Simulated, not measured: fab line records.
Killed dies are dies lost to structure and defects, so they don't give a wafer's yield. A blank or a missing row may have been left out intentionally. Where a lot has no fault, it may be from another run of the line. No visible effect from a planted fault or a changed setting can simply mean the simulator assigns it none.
The tool behind it: which one? | flow n5 finfet | 66 wafers from 22 lots sampled at 5 of the route's 1938 steps

WHAT THE GAUGES SHOWED, per wafer
N5_MOL_CONTACT_COAG_CD_MEAS_137: target cd 16 nm.
lot  | measured     | on        | cd nm (nm)
L075 | day 5 13:27  | cd sem-01 | 16.5 16.3 16.4
L076 | day 5 19:24  | cd sem-03 | 15.8 16.1 15.8
L077 | day 5 23:05  | cd sem-02 | 16.1 15.7 15.7
L078 | day 6 04:07  | cd sem-01 | 15.9 15.6 16.0
L079 | day 6 10:59  | cd sem-03 | 16.4 16.2 16.3
L080 | day 6 14:40  | cd sem-03 | 16.3 16.2 16.1
L082 | day 7 05:53  | cd sem-01 | 16.1 16.1 15.7
L083 | day 7 13:20  | cd sem-03 | 15.8 16.0 16.0
L084 | day 7 17:01  | cd sem-03 | 15.7 16.4 16.4
L086 | day 8 05:53  | cd sem-02 | 15.4 15.8 15.3
L085 | day 8 06:23  | cd sem-02 | 15.8 15.8 15.1
L087 | day 8 14:35  | cd sem-03 | 16.0 15.8 16.3
L088 | day 8 15:32  | cd sem-03 | 15.9 16.6 16.0
L089 | day 8 23:50  | cd sem-01 | 16.2 15.8 15.9
L090 | day 9 02:37  | cd sem-01 | 15.4 15.6 15.8
L091 | day 9 07:36  | cd sem-01 | 15.7 15.8 15.8
L092 | day 9 13:25  | cd sem-01 | 16.4 16.6 16.2
L093 | day 9 21:22  | cd sem-03 | 16.0 15.6 15.5
L094 | day 10 03:03 | cd sem-03 | 15.4 16.1 15.8
L095 | day 10 07:22 | cd sem-02 | 15.7 16.1 16.1
L096 | day 10 11:56 | cd sem-01 | 16.0 16.2 15.8
L097 | day 10 18:45 | cd sem-01 | 15.8 15.8 15.8

WHAT TOOL EACH LOT RAN ON (gives the tool, then ch and the chambers of the sampled wafers, and finally the start)
lot  | N5_MOL_CONTACT_COAG_ETCH_89        | N5_MOL_CONTACT_COAG_ETCH_91        | N5_MOL_CONTACT_COAG_VIA_ETCH_46    | N5_MOL_CONTACT_COAG_STRIP_96
L075 | rie diel-02 ch 0,1,3, day 5 12:38  | rie diel-02 ch 1,2, day 5 12:59    | rie diel-02 ch 1,2, day 5 13:06    | rie diel-02 ch 1,2, day 5 13:10
L076 | rie diel-02 ch 0,1,3, day 5 18:20  | rie diel-04 ch 0,1,2, day 5 18:56  | rie diel-04 ch 0,1,2, day 5 19:04  | rie diel-04 ch 0,1,2, day 5 19:08
L077 | rie diel-04 ch 0,1, day 5 22:19    | rie diel-04 ch 0,2, day 5 22:37    | rie diel-04 ch 0,2, day 5 22:44    | rie diel-04 ch 0,2, day 5 22:49
L078 | rie diel-02 ch 0,2,3, day 6 03:20  | rie diel-04 ch 0,1,2, day 6 03:39  | rie diel-04 ch 0,1,2, day 6 03:47  | rie diel-04 ch 0,1,2, day 6 03:50
L079 | rie diel-05 ch 0,1, day 6 10:07    | rie diel-02 ch 2,3, day 6 10:32    | rie diel-02 ch 2,3, day 6 10:39    | rie diel-02 ch 2,3, day 6 10:43
L080 | rie diel-02 ch 1,2,3, day 6 13:46  | rie diel-04 ch 0,2,3, day 6 14:11  | rie diel-04 ch 0,2,3, day 6 14:19  | rie diel-04 ch 0,2,3, day 6 14:23
L082 | rie diel-04 ch 0,2, day 7 05:01    | rie diel-04 ch 0,1, day 7 05:24    | rie diel-04 ch 0,1, day 7 05:32    | rie diel-04 ch 0,1, day 7 05:35
L083 | rie diel-05 ch 0,1, day 7 12:34    | rie diel-05 ch 2,3, day 7 12:52    | rie diel-05 ch 2,3, day 7 12:59    | rie diel-05 ch 2,3, day 7 13:04
L084 | rie diel-04 ch 1,2,3, day 7 16:14  | rie diel-05 ch 0,2, day 7 16:33    | rie diel-05 ch 0,2, day 7 16:40    | rie diel-05 ch 0,2, day 7 16:44
L086 | rie diel-02 ch 1,2, day 8 04:59    | rie diel-05 ch 0,3, day 8 05:26    | rie diel-05 ch 0,3, day 8 05:34    | rie diel-05 ch 0,3, day 8 05:37
L085 | rie diel-02 ch 0,1,2, day 8 05:37  | rie diel-05 ch 0,1, day 8 05:55    | rie diel-05 ch 0,1, day 8 06:02    | rie diel-05 ch 0,1, day 8 06:07
L087 | rie diel-05 ch 0,1,3, day 8 13:49  | rie diel-02 ch 0,1, day 8 14:08    | rie diel-02 ch 0,1, day 8 14:16    | rie diel-02 ch 0,1, day 8 14:20
L088 | rie diel-05 ch 0,1,2, day 8 14:44  | rie diel-05 ch 0,2, day 8 15:05    | rie diel-05 ch 0,2, day 8 15:12    | rie diel-05 ch 0,2, day 8 15:16
L089 | rie diel-04 ch 0,2,3, day 8 22:35  | rie diel-02 ch 0,3, day 8 23:23    | rie diel-02 ch 0,3, day 8 23:30    | rie diel-02 ch 0,3, day 8 23:34
L090 | rie diel-04 ch 1,2,3, day 9 01:41  | rie diel-04 ch 0,2,3, day 9 02:10  | rie diel-04 ch 0,2,3, day 9 02:17  | rie diel-04 ch 0,2,3, day 9 02:21
L091 | rie diel-04 ch 0,3, day 9 06:50    | rie diel-04 ch 1,2, day 9 07:08    | rie diel-04 ch 1,2, day 9 07:16    | rie diel-04 ch 1,2, day 9 07:20
L092 | rie diel-05 ch 2,3, day 9 12:25    | rie diel-02 ch 0,1, day 9 12:57    | rie diel-02 ch 0,1, day 9 13:05    | rie diel-02 ch 0,1, day 9 13:08
L093 | rie diel-02 ch 0,1,3, day 9 20:34  | rie diel-02 ch 0,1,3, day 9 20:54  | rie diel-02 ch 0,1,3, day 9 21:01  | rie diel-02 ch 0,1,3, day 9 21:05
L094 | rie diel-02 ch 0,1,2, day 10 02:14 | rie diel-04 ch 1,2,3, day 10 02:34 | rie diel-04 ch 1,2,3, day 10 02:41 | rie diel-04 ch 1,2,3, day 10 02:45
L095 | rie diel-05 ch 2,3, day 10 06:33   | rie diel-05 ch 2,3, day 10 06:52   | rie diel-05 ch 2,3, day 10 06:59   | rie diel-05 ch 2,3, day 10 07:04
L096 | rie diel-05 ch 0,1,2, day 10 11:07 | rie diel-02 ch 0,2,3, day 10 11:26 | rie diel-02 ch 0,2,3, day 10 11:33 | rie diel-02 ch 0,2,3, day 10 11:37
L097 | rie diel-02 ch 1,2,3, day 10 17:49 | rie diel-04 ch 0,1, day 10 18:17   | rie diel-04 ch 0,1, day 10 18:25   | rie diel-04 ch 0,1, day 10 18:29
- N5_MOL_CONTACT_COAG_ETCH_89: etches underlayer in N2/H2, target depth 13 nm, time 10.4 s.
- N5_MOL_CONTACT_COAG_ETCH_91: etches SOC in N2/H2, target depth 60 nm, overetch 21 nm, time 101.2 s.
- N5_MOL_CONTACT_COAG_VIA_ETCH_46: etches SiO2 in C4F6/O2, target depth 46 nm, overetch 9.2 nm, time 40 s.
- N5_MOL_CONTACT_COAG_STRIP_96: strips in N2/H2.

WHAT THE TOOLS THEMSELVES READ (means of the sampled wafers that have a number; where no wafer has one, the mark that the record gives instead)
N5_MOL_CONTACT_COAG_ETCH_89.
lot  | tool        | drypump motor current A (A) | etch rf on time s (s) | oes product au (a.u.) | rf vpp V (V) | showerhead plenum p Torr (Torr) | throttle valve pct (%)
L075 | rie diel-02 | 5.6                         | 10.47                 | 0.71                  | 527          | 2.68                            | 17.66
L076 | rie diel-02 | 5.6                         | 10.44                 | 0.71                  | 528          | 2.68                            | 17.66
L077 | rie diel-04 | 6.3                         | 10.31                 | 0.74                  | 526          | 2.61                            | 17.60
L078 | rie diel-02 | 5.9                         | 10.36                 | 0.66                  | 526          | 2.62                            | 17.81
L079 | rie diel-05 | 5.5                         | 10.36                 | 0.66                  | 525          | 2.55                            | 17.76
L080 | rie diel-02 | 5.9                         | 10.50                 | 0.64                  | 526          | 2.61                            | 17.86
L082 | rie diel-04 | 6.2                         | 10.31                 | 0.76                  | 525          | 2.55                            | 17.85
L083 | rie diel-05 | 5.4                         | 10.43                 | 0.65                  | 522          | 2.45                            | 17.89
L084 | rie diel-04 | 6.1                         | 10.38                 | 0.67                  | 522          | 2.47                            | 17.83
L086 | rie diel-02 | 5.8                         | 10.47                 | 0.65                  | 526          | 2.62                            | 17.86
L085 | rie diel-02 | 5.7                         | 10.50                 | 0.66                  | 526          | 2.63                            | 17.82
L087 | rie diel-05 | 5.7                         | 10.42                 | 0.63                  | 523          | 2.53                            | 17.95
L088 | rie diel-05 | 5.6                         | 10.41                 | 0.70                  | 525          | 2.56                            | 17.79
L089 | rie diel-04 | 6.2                         | 10.21                 | 0.71                  | 524          | 2.56                            | 17.80
L090 | rie diel-04 | 6.1                         | 10.33                 | 0.65                  | 522          | 2.47                            | 17.86
L091 | rie diel-04 | 6.1                         | 10.14                 | 0.66                  | 524          | 2.58                            | 17.75
L092 | rie diel-05 | 6.1                         | 10.31                 | 0.66                  | 527          | 2.64                            | 17.99
L093 | rie diel-02 | 5.6                         | 10.56                 | 0.67                  | 528          | 2.67                            | 17.71
L094 | rie diel-02 | 5.7                         | 10.41                 | 0.75                  | 525          | 2.62                            | 17.69
L095 | rie diel-05 | 6.1                         | 10.37                 | 0.64                  | 527          | 2.64                            | 18.00
L096 | rie diel-05 | 5.6                         | 10.42                 | 0.67                  | 525          | 2.56                            | 17.82
L097 | rie diel-02 | 5.9                         | 10.41                 | 0.71                  | 526          | 2.60                            | 17.76

N5_MOL_CONTACT_COAG_ETCH_91.
lot  | tool        | drypump motor current A (A) | oes product au (a.u.) | rf vpp V (V) | showerhead plenum p Torr (Torr) | throttle valve pct (%)
L075 | rie diel-02 | 5.8                         | 0.66                  | 526          | 2.63                            | 17.79
L076 | rie diel-04 | 6.2                         | 0.72                  | 523          | 2.54                            | 17.69
L077 | rie diel-04 | 6.3                         | 0.76                  | 527          | 2.63                            | 17.64
L078 | rie diel-04 | 6.2                         | 0.71                  | 524          | 2.54                            | 17.70
L079 | rie diel-02 | 6.2                         | 0.60                  | 524          | 2.55                            | 17.96
L080 | rie diel-04 | 6.2                         | 0.71                  | 525          | 2.57                            | 17.73
L082 | rie diel-04 | 6.3                         | 0.71                  | 526          | 2.60                            | 17.58
L083 | rie diel-05 | 6.1                         | 0.66                  | 527          | 2.65                            | 17.94
L084 | rie diel-05 | 5.6                         | 0.69                  | 527          | 2.67                            | 17.62
L086 | rie diel-05 | 5.8                         | 0.62                  | 527          | 2.63                            | 17.78
L085 | rie diel-05 | 5.5                         | 0.63                  | 524          | 2.54                            | 17.77
L087 | rie diel-02 | 5.4                         | 0.71                  | 528          | 2.69                            | 17.61
L088 | rie diel-05 | 5.6                         | 0.68                  | 528          | 2.67                            | 17.65
L089 | rie diel-02 | 5.7                         | 0.65                  | 528          | 2.66                            | 17.69
L090 | rie diel-04 | 6.2                         | 0.69                  | 524          | 2.56                            | 17.78
L091 | rie diel-04 | 6.1                         | 0.67                  | 521          | 2.45                            | 17.88
L092 | rie diel-02 | 5.4                         | 0.68                  | 528          | 2.68                            | 17.66
L093 | rie diel-02 | 5.6                         | 0.66                  | 528          | 2.67                            | 17.69
L094 | rie diel-04 | 6.1                         | 0.64                  | 521          | 2.46                            | 17.84
L095 | rie diel-05 | 6.1                         | 0.64                  | 527          | 2.64                            | 17.98
L096 | rie diel-02 | 5.9                         | 0.70                  | 526          | 2.61                            | 17.69
L097 | rie diel-04 | 6.3                         | 0.68                  | 525          | 2.59                            | 17.63

N5_MOL_CONTACT_COAG_VIA_ETCH_46.
lot  | tool        | C4F6_flow_sccm (sccm) | drypump motor current A (A) | oes product au (a.u.) | rf vpp V (V) | showerhead plenum p Torr (Torr) | throttle valve pct (%)
L075 | rie diel-02 | 9.995                 | 5.8                         | 0.71                  | 1606         | 2.94                            | 41.02
L076 | rie diel-04 | 9.998                 | 6.2                         | 0.76                  | 1582         | 2.84                            | 40.78
L077 | rie diel-04 | 10.019                | 6.3                         | 0.81                  | 1588         | 2.94                            | 40.85
L078 | rie diel-04 | 9.991                 | 6.2                         | 0.77                  | 1582         | 2.84                            | 40.78
L079 | rie diel-02 | 9.970                 | 6.2                         | 0.63                  | 1598         | 2.84                            | 40.79
L080 | rie diel-04 | 9.985                 | 6.2                         | 0.75                  | 1592         | 2.87                            | 40.80
L082 | rie diel-04 | 10.013                | 6.3                         | 0.75                  | 1579         | 2.91                            | 40.64
L083 | rie diel-05 | 10.020                | 6.1                         | 0.69                  | 1592         | 2.96                            | 40.98
L084 | rie diel-05 | 10.019                | 5.6                         | 0.73                  | 1607         | 2.97                            | 40.58
L086 | rie diel-05 | 9.997                 | 5.8                         | 0.65                  | 1597         | 2.93                            | 40.69
L085 | rie diel-05 | 9.998                 | 5.5                         | 0.68                  | 1597         | 2.84                            | 40.73
L087 | rie diel-02 | 9.999                 | 5.4                         | 0.75                  | 1593         | 3.00                            | 40.95
L088 | rie diel-05 | 10.006                | 5.6                         | 0.73                  | 1606         | 2.97                            | 40.58
L089 | rie diel-02 | 10.019                | 5.7                         | 0.69                  | 1587         | 2.95                            | 40.59
L090 | rie diel-04 | 10.003                | 6.2                         | 0.74                  | 1590         | 2.86                            | 40.81
L091 | rie diel-04 | 10.027                | 6.1                         | 0.72                  | 1581         | 2.74                            | 40.92
L092 | rie diel-02 | 9.996                 | 5.4                         | 0.73                  | 1598         | 2.99                            | 41.01
L093 | rie diel-02 | 10.006                | 5.6                         | 0.70                  | 1593         | 2.97                            | 40.81
L094 | rie diel-04 | 9.990                 | 6.1                         | 0.68                  | 1583         | 2.75                            | 40.73
L095 | rie diel-05 | 10.013                | 6.1                         | 0.68                  | 1591         | 2.95                            | 41.01
L096 | rie diel-02 | 9.991                 | 5.9                         | 0.76                  | 1591         | 2.89                            | 40.70
L097 | rie diel-04 | 9.971                 | 6.3                         | 0.71                  | 1580         | 2.90                            | 40.66

N5_MOL_CONTACT_COAG_STRIP_96.
lot  | tool        | drypump motor current A (A) | oes product au (a.u.) | rf vpp V (V) | showerhead plenum p Torr (Torr) | throttle valve pct (%)
L075 | rie diel-02 | 5.8                         | 0.79                  | 121.8        | 3.47                            | 18.87
L076 | rie diel-04 | 6.2                         | 0.86                  | 122.0        | 3.35                            | 18.83
L077 | rie diel-04 | 6.3                         | 0.92                  | 124.3        | 3.47                            | 18.88
L078 | rie diel-04 | 6.2                         | 0.85                  | 121.7        | 3.35                            | 18.84
L079 | rie diel-02 | 6.2                         | 0.69                  | 121.8        | 3.38                            | 19.22
L080 | rie diel-04 | 6.2                         | 0.85                  | 121.7        | 3.39                            | 18.92
L082 | rie diel-04 | 6.3                         | 0.85                  | 121.4        | 3.43                            | 18.79
L083 | rie diel-05 | 6.1                         | 0.78                  | 122.4        | 3.50                            | 19.11
L084 | rie diel-05 | 5.7                         | 0.81                  | 122.6        | 3.52                            | 18.62
L086 | rie diel-05 | 5.8                         | 0.73                  | 122.2        | 3.48                            | 18.87
L085 | rie diel-05 | 5.5                         | 0.75                  | 121.5        | 3.36                            | 18.79
L087 | rie diel-02 | 5.4                         | 0.84                  | 122.1        | 3.55                            | 18.65
L088 | rie diel-05 | 5.6                         | 0.79                  | 122.7        | 3.51                            | 18.65
L089 | rie diel-02 | 5.7                         | 0.77                  | 123.2        | 3.51                            | 18.91
L090 | rie diel-04 | 6.2                         | 0.83                  | 122.2        | 3.38                            | 18.95
L091 | rie diel-04 | 6.1                         | 0.81                  | 121.5        | 3.24                            | 18.95
L092 | rie diel-02 | 5.4                         | 0.81                  | 122.5        | 3.53                            | 18.69
L093 | rie diel-02 | 5.6                         | 0.79                  | 122.5        | 3.51                            | 18.80
L094 | rie diel-04 | 6.1                         | 0.76                  | 121.1        | 3.26                            | 18.93
L095 | rie diel-05 | 6.2                         | 0.76                  | 121.8        | 3.49                            | 19.13
L096 | rie diel-02 | 5.9                         | 0.85                  | 123.4        | 3.44                            | 18.90
L097 | rie diel-04 | 6.3                         | 0.82                  | 122.4        | 3.42                            | 18.84

THE ANSWER, worked out from the rows above alone
Rule: usual is defined by the lots themselves. The widest of any qualifying gaps counts: lots, ordered by their means at a reading, are off when they make up no more than a third of the lots, leave a main group of 4 or more, and stand apart from it by 3 or more times the standard deviation of that group's means. If all means in a main group match to the digits the tables above print for the reading, that group is not used. A lot without any number at a reading at which 4 lots or more have one is off too. Where the step has rows for the other lots, those lots are counted as sound. First the gauges in route order, then the tools' own readings, where a lot's mean is used as printed above. At the first step where some lot is off, the reading lying furthest off is the one used; lots without a number count as furthest.
No lot is off on any of the readings shown, so nothing can be concluded from this.

WHAT THE SIMULATOR HAD INSERTED
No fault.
